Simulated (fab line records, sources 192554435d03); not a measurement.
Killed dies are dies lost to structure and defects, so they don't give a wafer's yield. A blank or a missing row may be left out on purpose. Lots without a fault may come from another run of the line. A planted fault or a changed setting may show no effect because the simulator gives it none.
Split-lot experiment | flow n5_finfet | 7 lots, 21 wafers read, on a route of 1938 steps

THE SPLIT
At N5_BEOL_M11_EXPOSE_08 (exposes mask M11), the setting dose_mj was moved away from the recipe's 53.75 on 8 of the 21 wafers read, by -5.4% to +3.1%. The other wafers ran this setting at the recipe's value.

FROM THE SPLIT TO THE READING: what the file shows between them, 13 steps
- N5_BEOL_M11_PEB_09: peb time 60 s
- N5_BEOL_M11_DEVELOP_10: develop time 30 s
- N5_BEOL_M11_CD_MEAS_11: target cd 64.1 nm
- N5_BEOL_M11_ETCH_62: etches SOC in N2/H2, target depth 110 nm, overetch 22 nm, time 165 s (also split here: time_s)
- N5_BEOL_M11_STRIP_68: strips in N2/H2
- N5_BEOL_M11_STRIP_67: strips in CF4
- N5_BEOL_M11_HM_OPEN_17: chemistry Cl2/BCl3, target TiN, target depth 20 nm, overetch 6 nm
- N5_BEOL_M11_STRIP_19: strips in O2
- N5_BEOL_M11_CD_MEAS_18: pitch 140 nm, target cd 70 nm
- N5_BEOL_M11_COAT_63: time 60 s, resist thk 100 nm
- N5_BEOL_M11_COAT_64: time 60 s, resist thk 30 nm
- N5_BEOL_M11_PRECLEAN_42: cleans in residue remover, time 60 s
- N5_BEOL_M11_SRD_43: time 30 s

THE READING
cd_nm, in nm, at N5_BEOL_M11_CD_MEAS_35 (target cd 70 nm). Fault-free wafers of this fab line usually give 70.2 nm, standard deviation 0.76 nm.

wafer  | tool, chamber at the split | dose_mj as run | against the recipe | cd_nm, nm | against lot-mates on the recipe
L076.3 | arfi_scanner-02, 0         | 51.22          | -4.7%              | 67.9      | -2.5
L076.4 | arfi_scanner-02, 0         | 53.75          | recipe             | 70.4      | -
L076.5 | arfi_scanner-02, 0         | 51.22          | -4.7%              | 68.4      | -2.0
L077.1 | arfi_scanner-01, 0         | 53.75          | recipe             | 70.0      | -
L077.3 | arfi_scanner-01, 0         | 53.75          | recipe             | 70.1      | -
L077.4 | arfi_scanner-01, 0         | 53.75          | recipe             | 70.2      | -
L078.1 | arfi_scanner-03, 0         | 51.28          | -4.6%              | 66.7      | -2.3
L078.4 | arfi_scanner-03, 0         | 53.75          | recipe             | 69.0      | -
L078.6 | arfi_scanner-03, 0         | 53.75          | recipe             | 69.0      | -
L079.1 | arfi_scanner-02, 0         | 55.39          | +3.1%              | 71.9      | +0.7
L079.2 | arfi_scanner-02, 0         | 53.75          | recipe             | 71.2      | -
L079.3 | arfi_scanner-02, 0         | 55.39          | +3.1%              | 72.2      | +1.0
L085.1 | arfi_scanner-01, 0         | 53.75          | recipe             | 70.5      | -
L085.3 | arfi_scanner-01, 0         | 53.75          | recipe             | 69.9      | -
L085.4 | arfi_scanner-01, 0         | 50.85          | -5.4%              | 67.2      | -3.0
L083.3 | arfi_scanner-03, 0         | 53.75          | recipe             | 69.7      | -
L083.5 | arfi_scanner-03, 0         | 55.26          | +2.8%              | 71.3      | +1.5
L083.6 | arfi_scanner-03, 0         | 53.75          | recipe             | 69.9      | -
L092.2 | arfi_scanner-01, 0         | 51.06          | -5.0%              | 67.5      | -3.2
L092.4 | arfi_scanner-01, 0         | 53.75          | recipe             | 70.8      | -
L092.5 | arfi_scanner-01, 0         | 53.75          | recipe             | 70.6      | -

THE FIT
A straight line over all 21 wafers: cd_nm changes by +0.536 nm for each +1% of dose_mj; r = +0.92; the points scatter about the line by 0.6 nm.
The same after taking each lot's own level away (the mean of its wafers on the recipe; 21 wafers): +0.491 nm for each +1%; r = +0.97; scatter 0.3 nm.
On that fit, the largest move of dose_mj shifts the reading by 2.6 nm.
The lots' own levels span 69.00 to 71.20 nm, that is 2.9 times the standard deviation above.
So the lot-to-lot level changes the slope little: the two slopes agree.
Check: with one of the wafers moved furthest among these (-5.4%) left out of the fit, the line predicts -2.69 nm for it against its lot-mates. It came out at -3 nm against them.

OTHER SPLITS ON THESE WAFERS
These wafers also went through other splits before the reading. Each is held against what the fit with the lots' levels taken away leaves over:
other split on the same wafers | wafers away from the commonest value | r with cd_nm (lot level and that fit taken away)
N5_BEOL_M11_ETCH_62 time_s     | 7                                    | +0.35

THE WHOLE CHAIN: every reading that the file lists as answering this split, in the file's order
step                   | what it does                  | reading | change (the file's fit)               | r (the file's)
N5_BEOL_M11_CD_MEAS_11 | target cd 64.1 nm             | cd_nm   | +0.463 nm for each +1% of the setting | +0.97
N5_BEOL_M11_CD_MEAS_18 | pitch 140 nm, target cd 70 nm | cd_nm   | +0.482 nm for each +1% of the setting | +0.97
N5_BEOL_M11_CD_MEAS_35 | target cd 70 nm               | cd_nm   | +0.527 nm for each +1% of the setting | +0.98

THE FILE'S OWN FIT
cd_nm changes by +0.527 nm for each +1% of dose_mj, r = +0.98.
